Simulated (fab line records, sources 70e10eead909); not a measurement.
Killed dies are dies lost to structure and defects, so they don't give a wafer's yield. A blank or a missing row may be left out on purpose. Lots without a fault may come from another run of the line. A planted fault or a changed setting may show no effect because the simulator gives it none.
Which tool did it? | flow nand_harc | 12 lots, 36 wafers sampled, at 5 steps of a route of 1302

WHAT THE GAUGES READ, wafer by wafer
NHARC_P_ZERO_WELL_CD_MEAS_11: target cd 500 nm.
lot  | measured     | on        | cd_nm (nm)
L616 | day 2 07:14  | cd_sem-02 | 496.2 494.7 500.2
L617 | day 2 17:15  | cd_sem-01 | 499.8 498.1 500.4
L620 | day 3 23:07  | cd_sem-02 | 497.1 500.2 500.0
L621 | day 4 09:17  | cd_sem-03 | 499.0 497.7 495.0
L623 | day 5 05:14  | cd_sem-01 | 497.7 502.7 503.8
L626 | day 6 11:07  | cd_sem-03 | 491.2 489.1 490.4
L631 | day 8 13:21  | cd_sem-02 | 491.0 492.8 489.9
L632 | day 8 23:14  | cd_sem-01 | 493.0 490.8 492.0
L633 | day 9 09:14  | cd_sem-01 | 499.2 495.8 500.4
L635 | day 10 05:08 | cd_sem-03 | 498.0 500.8 498.9
L636 | day 10 15:14 | cd_sem-02 | 498.3 501.1 497.9
L637 | day 11 01:07 | cd_sem-01 | 501.7 499.7 499.8

NHARC_P_ZERO_WELL_CD_MEAS_37: target cd 720 nm.
lot  | measured     | on        | cd_nm (nm)
L616 | day 2 10:08  | cd_sem-03 | 718.0 719.4 721.5
L617 | day 2 20:13  | cd_sem-02 | 717.2 719.0 718.4
L620 | day 4 02:28  | cd_sem-03 | 722.2 720.9 722.0
L621 | day 4 12:21  | cd_sem-02 | 719.6 720.0 719.8
L623 | day 5 08:17  | cd_sem-02 | 718.2 721.8 721.0
L626 | day 6 13:52  | cd_sem-03 | 722.1 719.4 721.2
L631 | day 8 16:19  | cd_sem-02 | 719.0 720.3 720.1
L632 | day 9 02:13  | cd_sem-03 | 720.6 720.1 719.6
L633 | day 9 12:08  | cd_sem-01 | 717.9 719.1 715.8
L635 | day 10 08:02 | cd_sem-01 | 719.8 720.0 722.6
L636 | day 10 18:13 | cd_sem-02 | 718.0 718.2 716.1
L637 | day 11 04:07 | cd_sem-01 | 720.6 718.4 719.9

NHARC_P_GATE_CD_MEAS_59: target cd 720 nm.
lot  | measured     | on        | cd_nm (nm)
L616 | day 6 15:38  | cd_sem-02 | 721.7 720.7 719.3
L617 | day 6 14:50  | cd_sem-03 | 719.8 718.9 717.5
L620 | day 7 22:13  | cd_sem-01 | 721.1 722.3 722.6
L621 | day 8 02:21  | cd_sem-03 | 720.7 720.7 722.3
L623 | day 8 19:26  | cd_sem-03 | 719.5 717.2 718.2
L626 | day 10 00:27 | cd_sem-02 | 719.5 718.5 719.8
L631 | day 12 06:35 | cd_sem-02 | 719.3 718.8 718.7
L632 | day 12 17:38 | cd_sem-01 | 722.9 721.8 720.9
L633 | day 13 05:39 | cd_sem-01 | 723.9 723.5 719.9
L635 | day 14 00:04 | cd_sem-02 | 718.6 719.1 720.8
L636 | day 14 07:11 | cd_sem-01 | 721.0 717.9 717.2
L637 | day 14 19:59 | cd_sem-02 | 719.1 718.3 721.6

WHICH TOOL RAN EACH LOT (tool, then ch and the chambers of the sampled wafers, then the start)
lot  | NHARC_P_ZERO_WELL_EXPOSE_08       | NHARC_P_ZERO_WELL_ETCH_63
L616 | krf_scanner-04 ch 0, day 2 07:05  | rie_si-02 ch 0,2, day 2 07:41
L617 | krf_scanner-03 ch 0, day 2 17:06  | rie_si-06 ch 0,3, day 2 17:43
L620 | krf_scanner-03 ch 0, day 3 22:58  | rie_si-01 ch 0,3, day 4 00:01
L621 | krf_scanner-01 ch 0, day 4 09:08  | rie_si-01 ch 0,2, day 4 09:46
L623 | krf_scanner-04 ch 0, day 5 05:05  | rie_si-01 ch 0,1,3, day 5 05:41
L626 | krf_scanner-04 ch 0, day 6 10:58  | rie_si-01 ch 2,3, day 6 11:32
L631 | krf_scanner-04 ch 0, day 8 13:12  | rie_si-02 ch 0,2,3, day 8 13:46
L632 | krf_scanner-04 ch 0, day 8 23:05  | rie_si-02 ch 1,3, day 8 23:40
L633 | krf_scanner-03 ch 0, day 9 09:05  | rie_si-06 ch 0,2,3, day 9 09:41
L635 | krf_scanner-01 ch 0, day 10 04:59 | rie_si-02 ch 1,2, day 10 05:33
L636 | krf_scanner-01 ch 0, day 10 15:05 | rie_si-06 ch 0,3, day 10 15:47
L637 | krf_scanner-01 ch 0, day 11 00:59 | rie_si-01 ch 0,1,2, day 11 01:34
- NHARC_P_ZERO_WELL_EXPOSE_08: exposes mask P ZERO, target cd 500 nm.
- NHARC_P_ZERO_WELL_ETCH_63: etches the open film in HBr/Cl2, target depth 120 nm, time 40.1 s.

WHAT THE TOOLS THEMSELVES READ (means of the sampled wafers that have a number; where no wafer has one, the mark that the record gives instead)
NHARC_P_ZERO_WELL_EXPOSE_08.
lot  | tool           | exposure_dose_mJ_cm2 | focus_offset_nm (nm)
L616 | krf_scanner-04 | 33.81                | 0.0
L617 | krf_scanner-03 | 33.78                | 0.1
L620 | krf_scanner-03 | 33.78                | 0.1
L621 | krf_scanner-01 | 33.82                | -0.4
L623 | krf_scanner-04 | 33.83                | -0.4
L626 | krf_scanner-04 | 31.96                | 0.6
L631 | krf_scanner-04 | 32.30                | -0.9
L632 | krf_scanner-04 | 32.61                | 0.6
L633 | krf_scanner-03 | 33.80                | 0.7
L635 | krf_scanner-01 | 33.77                | -0.0
L636 | krf_scanner-01 | 33.79                | 0.0
L637 | krf_scanner-01 | 33.78                | -0.0

NHARC_P_ZERO_WELL_ETCH_63.
lot  | tool      | drypump_motor_current_A (A) | oes_product_au (a.u.) | rf_fwd_power_W (W) | throttle_valve_pct (%)
L616 | rie_si-02 | 5.3                         | 0.990                 | 395.6              | 26.412
L617 | rie_si-06 | 6.4                         | 1.003                 | 393.6              | 26.401
L620 | rie_si-01 | 6.5                         | 0.997                 | 394.0              | 26.408
L621 | rie_si-01 | 6.0                         | 1.011                 | 397.0              | 26.413
L623 | rie_si-01 | 6.3                         | 1.006                 | 395.1              | 26.415
L626 | rie_si-01 | 6.1                         | 1.004                 | 397.7              | 26.409
L631 | rie_si-02 | 5.7                         | 0.997                 | 394.3              | 26.407
L632 | rie_si-02 | 6.4                         | 0.999                 | 394.7              | 26.403
L633 | rie_si-06 | 6.1                         | 0.993                 | 393.2              | 26.418
L635 | rie_si-02 | 6.2                         | 1.005                 | 394.9              | 26.406
L636 | rie_si-06 | 6.4                         | 0.999                 | 392.5              | 26.408
L637 | rie_si-01 | 6.1                         | 1.005                 | 396.2              | 26.406

THE ANSWER, worked out from the rows above alone
Rule: what is usual is taken from the lots themselves. Put in order of their means at a reading, lots are off if they are a third of the lots or fewer, leave a main group of 4 or more, and stand apart from it by a gap of 3 or more times the standard deviation of the main group's means; of several such gaps the widest counts. A main group whose means are all the same, to the digits that the tables above print for the reading, isn't used. A lot without any number at a reading at which 4 lots or more have one is off too. The other lots that the step has rows for count as sound. The gauges are gone through in route order, then the tools' own readings, and for those a lot's mean is taken as printed above. The first step at which some lot is off is used, and at that step the reading that is off furthest; a lot without a number counts as furthest.
Off: L626, L631, L632, at NHARC_P_ZERO_WELL_CD_MEAS_11 (cd_nm). The main group: mean 499.0 nm, standard deviation 1.3.
A tool fits if, at a process step before that reading, it ran every lot that is off, and no sound lot after the first of them. The gauges at NHARC_P_ZERO_WELL_CD_MEAS_11 aren't tried: what is off there is off at NHARC_P_ZERO_WELL_EXPOSE_08 too, on other tools, and a gauge's error can't cause that. One fits: krf_scanner-04 at NHARC_P_ZERO_WELL_EXPOSE_08. Its last sound lot is L623 (day 5 05:05), its first lot that is off L626 (day 6 10:58): a fault that began between those two fits.
The tool's own readings at NHARC_P_ZERO_WELL_EXPOSE_08 bear it out: on the lots that are off they differ by more than 5 times the standard deviation of the sound lots' means. exposure_dose_mJ_cm2 reads 32.29 there against 33.80 on the sound lots.

WHAT THE SIMULATOR HAD PUT IN
Process parameter drift: krf_scanner-04, from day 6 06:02 on, at NHARC_P_ZERO_WELL_EXPOSE_08. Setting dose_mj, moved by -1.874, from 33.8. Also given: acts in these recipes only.
Lots struck among those shown: L626, L631, L632. The rule above found the same.
